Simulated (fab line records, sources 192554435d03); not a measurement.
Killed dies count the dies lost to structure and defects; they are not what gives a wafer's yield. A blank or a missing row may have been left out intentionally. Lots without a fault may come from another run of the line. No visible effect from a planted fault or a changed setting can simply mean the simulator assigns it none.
Which tool did it? + flow n5Finfet + Sampling: 8 lots, 24 wafers, 8 of 1938 route steps

## WHAT THE GAUGES READ, wafer by wafer
N5_BEOL_M2_OCD_MEAS_38. Usual: 55.0 nm for trenchDepthNm, sd 0.6.
| lot  | measured     | on     | trenchDepthNm (nm) | flag |
|------|--------------|--------|--------------------|------|
| L262 | day 7 17:05  | ocd-02 | 55.2 56.1 54.8     |      |
| L265 | day 8 02:02  | ocd-01 | 55.0 55.1 55.3     |      |
| L269 | day 9 04:25  | ocd-02 | 55.0 55.3 53.7     |      |
| L271 | day 9 19:23  | ocd-01 | 55.0 55.1 54.9     |      |
| L270 | day 10 06:32 | ocd-01 | 68.6 67.7 54.2     | OFF  |
| L274 | day 10 08:54 | ocd-01 | 69.6 69.7 55.5     | OFF  |
| L275 | day 10 18:01 | ocd-02 | 55.3 55.4 69.9     | OFF  |
| L281 | day 12 02:53 | ocd-02 | 54.7 54.1 54.5     |      |

N5_BEOL_M2_THK_MEAS_53: measures by xrf. Usual: for M2_THK the level is 38.6 nm and the standard deviation is 1.5.
| lot  | measured     | on           | M2_THK (nm)    | flag |
|------|--------------|--------------|----------------|------|
| L262 | day 7 21:32  | filmMetro-01 | 38.2 39.3 37.2 |      |
| L265 | day 8 06:23  | filmMetro-01 | 37.2 38.1 37.1 |      |
| L269 | day 9 08:07  | filmMetro-01 | 41.0 38.4 37.6 |      |
| L271 | day 9 23:46  | filmMetro-02 | 38.4 41.3 40.1 |      |
| L270 | day 10 09:57 | filmMetro-01 | 53.6 51.6 37.7 | OFF  |
| L274 | day 10 12:37 | filmMetro-01 | 53.0 55.7 39.6 | OFF  |
| L275 | day 10 21:56 | filmMetro-02 | 39.8 39.6 53.2 | OFF  |
| L281 | day 12 08:01 | filmMetro-01 | 37.9 37.8 38.2 |      |

N5_BEOL_M2_RS_MEAS_58: uses a four-point probe to measure. Usual: for M2_RS the level is 0.69 ohm/sq and the standard deviation is 0.033.
| lot  | measured     | on           | M2_RS (ohm/sq) | flag |
|------|--------------|--------------|----------------|------|
| L262 | day 7 21:48  | filmMetro-01 | 0.69 0.67 0.71 |      |
| L265 | day 8 06:39  | filmMetro-01 | 0.73 0.71 0.73 |      |
| L269 | day 9 08:22  | filmMetro-02 | 0.64 0.70 0.71 |      |
| L271 | day 10 00:02 | filmMetro-02 | 0.70 0.63 0.66 |      |
| L270 | day 10 10:14 | filmMetro-01 | 0.46 0.48 0.72 | OFF  |
| L274 | day 10 12:54 | filmMetro-01 | 0.47 0.44 0.67 | OFF  |
| L275 | day 10 22:12 | filmMetro-01 | 0.66 0.66 0.45 | OFF  |
| L281 | day 12 08:17 | filmMetro-01 | 0.70 0.70 0.69 |      |

N5_BEOL_M4_RC_MEAS_101. Usual: DIBL_N 36.9 mV/V, standard deviation 1.7; DIBL_P 36.7 mV/V, standard deviation 2.1; IOFF_N 0.17 nA/um, standard deviation 0.032; IOFF_P 0.22 nA/um, standard deviation 0.036; ION_N 674 uA/um, standard deviation 12; ION_P 461 uA/um, standard deviation 7; SERP_M2 205 ohm/um, standard deviation 17; SERP_M2_max_site 218 ohm/um, standard deviation 19; SS_N 71.7 mV/dec, standard deviation 0.6; SS_P 73.4 mV/dec, standard deviation 0.67; VT_N 249 mV, standard deviation 3.1; VT_P -250 mV, standard deviation 3.2.
| lot  | measured     | on        | DIBL_N (mV/V)  | DIBL_P (mV/V)  | IOFF_N (nA/um) | IOFF_P (nA/um) | ION_N (uA/um) | ION_P (uA/um) | SERP_M2 (ohm/um) | SERP_M2_max_site (ohm/um) | SS_N (mV/dec)  | SS_P (mV/dec)  | VT_N (mV)   | VT_P (mV)      | flag |
|------|--------------|-----------|----------------|----------------|----------------|----------------|---------------|---------------|------------------|---------------------------|----------------|----------------|-------------|----------------|------|
| L262 | day 8 18:03  | prober-02 | 35.1 37.2 37.5 | 33.9 36.8 35.1 | 0.13 0.17 0.17 | 0.15 0.19 0.16 | 653 682 677   | 449 455 451   | 207 212 243      | 214 223 260               | 70.7 71.6 71.5 | 73.5 73.1 73.5 | 251 251 248 | -257 -255 -256 |      |
| L265 | day 9 05:38  | prober-02 | 38.0 35.7 37.3 | 40.4 36.3 39.3 | 0.20 0.16 0.18 | 0.27 0.20 0.26 | 687 670 671   | 469 464 463   | 219 194 210      | 225 200 222               | 72.1 71.7 72.3 | 73.6 72.8 73.7 | 244 248 248 | -246 -251 -248 |      |
| L269 | day 10 05:55 | prober-01 | 34.8 34.6 35.2 | 34.7 34.8 35.8 | 0.15 0.13 0.15 | 0.20 0.21 0.23 | 662 657 673   | 461 454 464   | 198 210 208      | 207 224 230               | 71.6 70.7 71.5 | 72.5 71.8 72.8 | 251 253 251 | -249 -252 -249 |      |
| L271 | day 10 15:55 | prober-01 | 36.1 34.8 35.1 | 35.3 34.0 34.4 | 0.15 0.13 0.14 | 0.22 0.19 0.19 | 668 656 665   | 466 457 459   | 219 193 194      | 231 210 204               | 71.4 70.9 71.9 | 72.6 71.8 72.7 | 250 253 252 | -246 -252 -249 |      |
| L270 | day 11 08:37 | prober-01 | 38.3 40.4 38.5 | 37.3 39.3 36.5 | 0.18 0.24 0.20 | 0.23 0.27 0.22 | 684 692 680   | 461 472 458   | 139 157 207      | 145 172 224               | 72.0 72.4 72.6 | 73.8 74.3 74.3 | 250 246 248 | -252 -249 -250 |      |
| L274 | day 11 09:52 | prober-01 | 38.3 38.2 35.9 | 38.9 39.0 36.5 | 0.21 0.21 0.16 | 0.27 0.26 0.21 | 691 691 681   | 467 470 467   | 145 133 216      | 152 139 236               | 71.7 71.4 71.6 | 74.6 74.2 72.9 | 247 246 251 | -247 -248 -250 |      |
| L275 | day 11 17:23 | prober-01 | 37.3 37.9 37.8 | 36.8 35.9 35.7 | 0.18 0.20 0.18 | 0.24 0.23 0.22 | 676 685 681   | 465 468 466   | 212 185 142      | 222 194 149               | 71.6 71.9 71.8 | 73.5 73.4 72.5 | 246 246 247 | -248 -250 -250 |      |
| L281 | day 13 05:11 | prober-02 | 35.5 32.0 35.6 | 34.9 30.8 34.9 | 0.14 0.10 0.14 | 0.19 0.14 0.20 | 673 651 667   | 462 452 462   | 189 184 180      | 197 192 186               | 72.0 69.8 71.3 | 73.8 72.5 73.7 | 254 255 255 | -250 -255 -251 |      |

## WHICH TOOL RAN EACH LOT (tool, then ch and the chambers of the sampled wafers, then the start)
| lot  | N5_BEOL_M2_DESCUM_33              | N5_BEOL_M2_ETCH_77                | N5_BEOL_M2_TRENCH_ETCH_37         | N5_BEOL_M2_PRE_CLEAN_45     |
|------|-----------------------------------|-----------------------------------|-----------------------------------|-----------------------------|
| L262 | rieDiel-04 ch 1,3, day 7 09:08    | rieDiel-04 ch 1,3, day 7 09:10    | rieDiel-02 ch 0,1,3, day 7 16:56  | pvdSputter-02, day 7 17:42  |
| L265 | rieDiel-04 ch 0,2,3, day 8 01:20  | rieDiel-04 ch 0,2,3, day 8 01:22  | rieDiel-02 ch 2,3, day 8 01:52    | pvdSputter-01, day 8 02:20  |
| L269 | rieDiel-04 ch 2,3, day 9 01:44    | rieDiel-04 ch 2,3, day 9 01:47    | rieDiel-04 ch 1,2,3, day 9 04:16  | pvdSputter-03, day 9 04:43  |
| L271 | rieDiel-04 ch 0,2,3, day 9 16:47  | rieDiel-04 ch 0,2,3, day 9 16:49  | rieDiel-02 ch 1,2,3, day 9 19:14  | pvdSputter-03, day 9 20:08  |
| L270 | rieDiel-05 ch 1,2,3, day 10 05:41 | rieDiel-05 ch 1,2,3, day 10 05:44 | rieDiel-02 ch 0,1,3, day 10 06:23 | pvdSputter-02, day 10 06:47 |
| L274 | rieDiel-05 ch 2,3, day 10 07:26   | rieDiel-05 ch 2,3, day 10 07:29   | rieDiel-02 ch 2,3, day 10 08:44   | pvdSputter-01, day 10 09:13 |
| L275 | rieDiel-04 ch 1,2, day 10 15:28   | rieDiel-04 ch 1,2, day 10 15:30   | rieDiel-02 ch 1,2,3, day 10 17:52 | pvdSputter-01, day 10 18:47 |
| L281 | rieDiel-04 ch 0,1, day 11 23:17   | rieDiel-04 ch 0,1, day 11 23:19   | rieDiel-04 ch 2,3, day 12 02:40   | pvdSputter-03, day 12 03:22 |
- N5_BEOL_M2_DESCUM_33: chemistry O2, time 7 s.
- N5_BEOL_M2_ETCH_77: etches underlayer in N2/H2, target depth 6.5 nm, time 5.2 s.
- N5_BEOL_M2_TRENCH_ETCH_37: etches SiOC in C4F6/O2, target depth 55.555 nm, time 29.2 s.
- N5_BEOL_M2_PRE_CLEAN_45: time 30 s.

## WHAT THE TOOLS THEMSELVES READ (means of the sampled wafers that have a number; where no wafer has one, the mark that the record gives instead)
N5_BEOL_M2_DESCUM_33. Usual: biasPowerW 20.00 W, standard deviation 0.064; drypumpMotorCurrentA 5.4 A, standard deviation 0.39; oesProductAu 0.76 a.u., standard deviation 0.083; rfVppV 242.8 V, standard deviation 1.4; showerheadPlenumPTorr 2.05 Torr, standard deviation 0.082; throttleValvePct 20.40 %, standard deviation 0.11.
| lot  | tool       | biasPowerW (W) | drypumpMotorCurrentA (A) | oesProductAu (a.u.) | rfVppV (V) | showerheadPlenumPTorr (Torr) | throttleValvePct (%) | flag |
|------|------------|----------------|--------------------------|---------------------|------------|------------------------------|----------------------|------|
| L262 | rieDiel-04 | 20.01          | 5.5                      | 0.71                | 241.8      | 2.04                         | 20.35                |      |
| L265 | rieDiel-04 | 19.97          | 5.5                      | 0.76                | 241.6      | 2.00                         | 20.37                |      |
| L269 | rieDiel-04 | 20.00          | 5.1                      | 0.82                | 242.4      | 2.02                         | 20.36                |      |
| L271 | rieDiel-04 | 20.06          | 5.4                      | 0.75                | 241.4      | 2.00                         | 20.38                |      |
| L270 | rieDiel-05 | 20.00          | 5.7                      | 0.77                | 244.0      | 2.11                         | 20.34                |      |
| L274 | rieDiel-05 | 20.00          | 5.8                      | 0.83                | 245.3      | 2.19                         | 20.28                |      |
| L275 | rieDiel-04 | 19.95          | 5.1                      | 0.75                | 243.2      | 2.11                         | 20.51                |      |
| L281 | rieDiel-04 | 20.01          | 5.5                      | 0.69                | 243.1      | 2.08                         | 20.56                |      |

N5_BEOL_M2_ETCH_77. Usual: drypumpMotorCurrentA 5.5 A, standard deviation 0.39; etchRfOnTimeS 5.26 s, standard deviation 0.08; oesProductAu 0.64 a.u., standard deviation 0.069; rfVppV 523.0 V, standard deviation 2.8; showerheadPlenumPTorr 2.50 Torr, standard deviation 0.091; throttleValvePct 17.88 %, standard deviation 0.2.
| lot  | tool       | drypumpMotorCurrentA (A) | etchRfOnTimeS (s) | oesProductAu (a.u.) | rfVppV (V) | showerheadPlenumPTorr (Torr) | throttleValvePct (%) | flag |
|------|------------|--------------------------|-------------------|---------------------|------------|------------------------------|----------------------|------|
| L262 | rieDiel-04 | 5.5                      | 5.30              | 0.60                | 523.1      | 2.48                         | 17.89                |      |
| L265 | rieDiel-04 | 5.4                      | 5.21              | 0.64                | 520.9      | 2.44                         | 17.83                |      |
| L269 | rieDiel-04 | 5.1                      | 5.35              | 0.69                | 520.7      | 2.45                         | 17.69                |      |
| L271 | rieDiel-04 | 5.4                      | 5.28              | 0.64                | 521.0      | 2.44                         | 17.83                |      |
| L270 | rieDiel-05 | 5.7                      | 5.37              | 0.65                | 523.7      | 2.59                         | 17.90                |      |
| L274 | rieDiel-05 | 5.8                      | 5.38              | 0.69                | 528.0      | 2.68                         | 17.79                |      |
| L275 | rieDiel-04 | 5.1                      | 5.21              | 0.64                | 524.7      | 2.56                         | 17.88                |      |
| L281 | rieDiel-04 | 5.5                      | 5.20              | 0.58                | 525.1      | 2.53                         | 18.05                |      |

N5_BEOL_M2_TRENCH_ETCH_37. Usual: drypumpMotorCurrentA 5.5 A, standard deviation 0.38; oesProductAu 0.77 a.u., standard deviation 0.08; rfVppV 665 V, standard deviation 10; runLengthS 52.6 s, standard deviation 0.4; showerheadPlenumPTorr 2.84 Torr, standard deviation 0.1; throttleValvePct 20.84 %, standard deviation 0.18.
| lot  | tool       | drypumpMotorCurrentA (A) | oesProductAu (a.u.) | rfVppV (V) | runLengthS (s) | showerheadPlenumPTorr (Torr) | throttleValvePct (%) | flag |
|------|------------|--------------------------|---------------------|------------|----------------|------------------------------|----------------------|------|
| L262 | rieDiel-02 | 5.3                      | 0.83                | 664        | 52.1           | 2.84                         | 20.75                |      |
| L265 | rieDiel-02 | 5.7                      | 0.78                | 655        | 52.6           | 2.92                         | 20.91                |      |
| L269 | rieDiel-04 | 5.3                      | 0.75                | 672        | 52.6           | 2.81                         | 20.89                |      |
| L271 | rieDiel-02 | 5.4                      | 0.81                | 655        | 52.7           | 2.91                         | 20.79                |      |
| L270 | rieDiel-02 | 5.3                      | 0.80                | 663        | 57.2           | 2.83                         | 20.77                | OFF  |
| L274 | rieDiel-02 | 5.6                      | 0.82                | 659        | 57.5           | 2.90                         | 20.83                | OFF  |
| L275 | rieDiel-02 | 5.4                      | 0.80                | 655        | 55.0           | 2.90                         | 20.82                | OFF  |
| L281 | rieDiel-04 | 5.4                      | 0.73                | 679        | 52.6           | 2.72                         | 20.82                |      |

N5_BEOL_M2_PRE_CLEAN_45. Usual: 343 W for heaterPowerW, sd 59.
| lot  | tool          | heaterPowerW (W) | flag |
|------|---------------|------------------|------|
| L262 | pvdSputter-02 | 363              |      |
| L265 | pvdSputter-01 | 312              |      |
| L269 | pvdSputter-03 | 284              |      |
| L271 | pvdSputter-03 | 314              |      |
| L270 | pvdSputter-02 | 403              |      |
| L274 | pvdSputter-01 | 310              |      |
| L275 | pvdSputter-01 | 331              |      |
| L281 | pvdSputter-03 | 303              |      |

## THE ANSWER, worked out from the rows above alone
Rule: take the mean of a lot's wafers that have a number; if it is more than 3 standard deviations from the usual mean, the lot is off. Also off: a lot with no number at a reading for which 4 or more lots have one. Any other lot the step has rows for is counted as sound. The gauges are gone through in route order, then the tools' own readings, and for those a lot's mean is taken as printed above. The first step at which some lot is off is used, and at that step the reading that is off furthest; a lot without a number counts as furthest.
Off, at N5_BEOL_M2_OCD_MEAS_38 on trenchDepthNm: L270, L274, L275.
A tool fits if, at a process step before that reading, it ran every lot that is off, and no sound lot after the first of them. The gauges at N5_BEOL_M2_OCD_MEAS_38 aren't tried: what is off there is off at N5_BEOL_M2_THK_MEAS_53 too, on other tools, and a gauge's error can't cause that. One fits: rieDiel-02 at N5_BEOL_M2_TRENCH_ETCH_37. Its last sound lot is L271 (day 9 19:14), its first lot that is off L270 (day 10 06:23): a fault that began between those two fits.
On the lots that are off, the tool's own readings at N5_BEOL_M2_TRENCH_ETCH_37 differ by more than 5 times the standard deviation of the sound lots' means, which bears it out; runLengthS reads 56.6 s there versus 52.5 s on the sound lots.

## WHAT HAD BEEN PUT IN BY THE SIMULATOR
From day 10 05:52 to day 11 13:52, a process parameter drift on rieDiel-02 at N5_BEOL_M2_TRENCH_ETCH_37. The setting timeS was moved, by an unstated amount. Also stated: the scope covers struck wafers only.
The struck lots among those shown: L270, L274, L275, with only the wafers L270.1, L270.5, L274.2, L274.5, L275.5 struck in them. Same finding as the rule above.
